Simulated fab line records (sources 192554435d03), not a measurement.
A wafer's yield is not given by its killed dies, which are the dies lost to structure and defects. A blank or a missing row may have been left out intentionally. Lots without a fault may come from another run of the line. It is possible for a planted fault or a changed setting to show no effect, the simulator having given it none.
Chamber matching -- flow n5Finfet -- 4 sister chambers for N5_BEOL_M12_DESCUM_33 on rieDiel-06
The step chemistry O2, time 7.9 s. 4 wafers are shown with their chamber, then 11 later ones without.

== EACH WAFER AND ITS CHAMBER ==
wafer,chamber,drypumpMotorCurrentA (A)
L082.6,1,5.2
L084.4,3,6.8
L084.5,2,6.2
L087.3,0,5.9

== WAFERS MISSING THEIR CHAMBER ==
wafer,drypumpMotorCurrentA (A)
L087.4,6.2
L087.5,6.8
L085.1,6.2
L085.3,5.9
L085.6,5.9
L091.3,6.8
L091.4,6.1
L091.5,5.2
L096.1,5.2
L096.2,6.2
L096.4,5.2

== EACH ONE'S CHAMBER ==
wafer,from the rows above,in truth
L087.4,2,2
L087.5,3,3
L085.1,2,2
L085.3,0,0
L085.6,0,0
L091.3,3,3
L091.4,2,2
L091.5,1,1
L096.1,1,1
L096.2,2,2
L096.4,1,1
11 of 11 placed correctly. Can't be placed from these rows: 0. 0 placed wrongly.
How it was worked out, from the rows above alone: a wafer's distance from a chamber is the root of the sum, over the readings, of the square of ((its reading less the chamber's mean) divided by the reading's scatter). The wafer belongs to the nearest chamber; if the next one is less than 2 further off, it can't be placed. The mean given for a chamber averages the wafers shown for that chamber. The scatter (one wafer shown for each chamber): square how far every hidden wafer sits from the nearest shown wafer, average those squares and take the square root.
